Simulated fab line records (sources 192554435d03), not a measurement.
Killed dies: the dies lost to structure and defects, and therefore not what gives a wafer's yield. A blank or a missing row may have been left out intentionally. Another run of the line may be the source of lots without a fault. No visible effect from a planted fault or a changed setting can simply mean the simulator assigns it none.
Split-lot study / flow n5 finfet / route with 1938 steps; 7 lots, 21 wafers read

SPLIT DETAILS
At N5_BEOL_M14_EXPOSE_25 (exposes mask M14, target cd 280 nm), the setting dose mj was moved away from the recipe's 26.6 on 3 of the 21 wafers read, by +4.1% to +6.0%. For the rest of the wafers, this setting stayed at what the recipe calls for.

FROM THE SPLIT TO THE READING: what the file shows between them, 3 steps
- N5_BEOL_M14_PEB_26: peb time 90 s
- N5_BEOL_M14_DEVELOP_27: develop time 45 s
- N5_BEOL_M14_HARDBAKE_32: time 120 s

THE READING
cd nm (nm) at N5_BEOL_M14_CD_MEAS_28, where the cd target is 284.4 nm. A value of 284.3 nm with a standard deviation of 1.7 nm is what fault-free wafers of this fab line usually give.

wafer=L078.1; tool, chamber at the split=krf scanner-01, 0; dose mj as run=26.6; against the recipe=recipe; cd nm, nm=283.3; against lot-mates on the recipe=-
wafer=L078.4; tool, chamber at the split=krf scanner-01, 0; dose mj as run=26.6; against the recipe=recipe; cd nm, nm=283.7; against lot-mates on the recipe=-
wafer=L078.6; tool, chamber at the split=krf scanner-01, 0; dose mj as run=26.6; against the recipe=recipe; cd nm, nm=283.8; against lot-mates on the recipe=-
wafer=L079.2; tool, chamber at the split=krf scanner-01, 0; dose mj as run=26.6; against the recipe=recipe; cd nm, nm=283.7; against lot-mates on the recipe=-
wafer=L079.3; tool, chamber at the split=krf scanner-01, 0; dose mj as run=26.6; against the recipe=recipe; cd nm, nm=284.4; against lot-mates on the recipe=-
wafer=L079.5; tool, chamber at the split=krf scanner-01, 0; dose mj as run=26.6; against the recipe=recipe; cd nm, nm=282.7; against lot-mates on the recipe=-
wafer=L082.4; tool, chamber at the split=krf scanner-01, 0; dose mj as run=26.6; against the recipe=recipe; cd nm, nm=284.6; against lot-mates on the recipe=-
wafer=L082.5; tool, chamber at the split=krf scanner-01, 0; dose mj as run=26.6; against the recipe=recipe; cd nm, nm=285.0; against lot-mates on the recipe=-
wafer=L082.6; tool, chamber at the split=krf scanner-01, 0; dose mj as run=26.6; against the recipe=recipe; cd nm, nm=285.8; against lot-mates on the recipe=-
wafer=L083.2; tool, chamber at the split=krf scanner-02, 0; dose mj as run=26.6; against the recipe=recipe; cd nm, nm=285.3; against lot-mates on the recipe=-
wafer=L083.4; tool, chamber at the split=krf scanner-02, 0; dose mj as run=26.6; against the recipe=recipe; cd nm, nm=287.2; against lot-mates on the recipe=-
wafer=L083.6; tool, chamber at the split=krf scanner-02, 0; dose mj as run=26.6; against the recipe=recipe; cd nm, nm=287.0; against lot-mates on the recipe=-
wafer=L086.3; tool, chamber at the split=krf scanner-02, 0; dose mj as run=26.6; against the recipe=recipe; cd nm, nm=286.0; against lot-mates on the recipe=-
wafer=L086.5; tool, chamber at the split=krf scanner-02, 0; dose mj as run=26.6; against the recipe=recipe; cd nm, nm=284.1; against lot-mates on the recipe=-
wafer=L086.6; tool, chamber at the split=krf scanner-02, 0; dose mj as run=26.6; against the recipe=recipe; cd nm, nm=284.8; against lot-mates on the recipe=-
wafer=L093.1; tool, chamber at the split=krf scanner-01, 0; dose mj as run=28.19; against the recipe=+6.0%; cd nm, nm=295.6; against lot-mates on the recipe=+6.2
wafer=L093.5; tool, chamber at the split=krf scanner-01, 0; dose mj as run=26.6; against the recipe=recipe; cd nm, nm=289.4; against lot-mates on the recipe=-
wafer=L093.6; tool, chamber at the split=krf scanner-01, 0; dose mj as run=28.19; against the recipe=+6.0%; cd nm, nm=296.1; against lot-mates on the recipe=+6.7
wafer=L097.1; tool, chamber at the split=krf scanner-02, 0; dose mj as run=26.6; against the recipe=recipe; cd nm, nm=282.0; against lot-mates on the recipe=-
wafer=L097.5; tool, chamber at the split=krf scanner-02, 0; dose mj as run=26.6; against the recipe=recipe; cd nm, nm=284.7; against lot-mates on the recipe=-
wafer=L097.6; tool, chamber at the split=krf scanner-02, 0; dose mj as run=27.69; against the recipe=+4.1%; cd nm, nm=290.1; against lot-mates on the recipe=+6.8

FIT RESULTS
A straight line over all 21 wafers: cd nm changes by +1.74 nm for each +1% of dose mj; r = +0.89; the points scatter about the line by 1.7 nm.
The same after taking each lot's own level away (the mean of its wafers on the recipe; 21 wafers): +1.18 nm for each +1%; r = +0.94; scatter 0.87 nm.
On that fit, the largest move of dose mj shifts the reading by 7.1 nm.
Across the lots, their own levels run from 283.35 to 289.40 nm, a range of 3.6 times the standard deviation given above.
So the lot-to-lot level changes the slope: the two fits differ.
Check: with one of the wafers moved furthest among these (+6.0%) left out of the fit, the line predicts +7.7 nm for it against its lot-mates. It came out at +6.2 nm against them.

THESE WAFERS: OTHER SPLITS
Before the reading, these wafers also passed through other splits. Each is held against what the fit with the lots' levels taken away leaves over:
other split on the same wafers=N5_BEOL_M10_ETCH_41 source w; wafers away from the commonest value=4; r with cd nm (lot level and that fit taken away)=-0.03
other split on the same wafers=N5_BEOL_M11_ETCH_41 time s; wafers away from the commonest value=9; r with cd nm (lot level and that fit taken away)=+0.33
other split on the same wafers=N5_BEOL_M13_COAT_66 spin rpm; wafers away from the commonest value=8; r with cd nm (lot level and that fit taken away)=+0.12
other split on the same wafers=N5_BEOL_M13_DESCUM_33 time s; wafers away from the commonest value=6; r with cd nm (lot level and that fit taken away)=-0.48
other split on the same wafers=N5_BEOL_M14_ETCH_59 time s; wafers away from the commonest value=7; r with cd nm (lot level and that fit taken away)=-0.10

THE WHOLE CHAIN: every reading that the file lists as answering this split, in the file's order
step=N5_BEOL_M14_CD_MEAS_28; what it does=target cd 284.4 nm; reading=cd nm; change (the file's fit)=+1.26 nm for each +1% of the setting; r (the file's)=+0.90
step=N5_BEOL_M14_DESCUM_33; what it does=chemistry O2, time 7.9 s; reading=BEOL_M14.cd nm (the simulator's own value, which no gauge read); change (the file's fit)=+1.26 nm for each +1% of the setting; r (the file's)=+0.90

FILE'S OWN FIT
cd nm changes by +1.26 nm for each +1% of dose mj, r = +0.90.
